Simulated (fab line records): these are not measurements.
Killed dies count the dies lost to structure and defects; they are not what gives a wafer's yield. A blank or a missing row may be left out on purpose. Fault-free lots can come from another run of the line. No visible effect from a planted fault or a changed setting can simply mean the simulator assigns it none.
The tool behind it: which one? ; flow nand harc ; 18 wafers sampled from 6 lots at 1 step of a route of 1302

== WHAT EACH GAUGE READ, for each wafer ==
NHARC_A_CHANNEL_HOLE_D2_CD_MEAS_18.
lot;measured;on;cd nm (nm)
L186;day 13 11:47;cd sem-01;96.6 99.8 99.4
L188;day 17 10:37;cd sem-03;96.3 98.6 100.6
L196;day 18 07:17;cd sem-03;102.8 99.1 99.7
L199;day 19 04:59;cd sem-01;96.7 95.1 98.8
L203;day 20 17:29;cd sem-01;98.3 95.9 96.9
L207;day 23 16:08;cd sem-03;97.9 100.5 104.0

== WHICH TOOL RAN EACH LOT (tool, then ch and the chambers of the sampled wafers, then the start) ==
The record holds no process step before these readings.

== THE ANSWER, worked out from the rows above alone ==
Rule: the usual values come from the lots themselves. The widest of any qualifying gaps counts: lots, ordered by their means at a reading, are off when they make up no more than a third of the lots, leave a main group of 4 or more, and stand apart from it by 3 or more times the standard deviation of that group's means. The tables above print the reading to a certain number of digits; a main group whose means all agree to those digits is not used. Also off: a lot with no number at a reading for which 4 or more lots have one. The other lots that the step has rows for count as sound.
No lot is off on any of the readings shown, so nothing can be concluded from this.

== WHAT THE SIMULATOR HAD INSERTED ==
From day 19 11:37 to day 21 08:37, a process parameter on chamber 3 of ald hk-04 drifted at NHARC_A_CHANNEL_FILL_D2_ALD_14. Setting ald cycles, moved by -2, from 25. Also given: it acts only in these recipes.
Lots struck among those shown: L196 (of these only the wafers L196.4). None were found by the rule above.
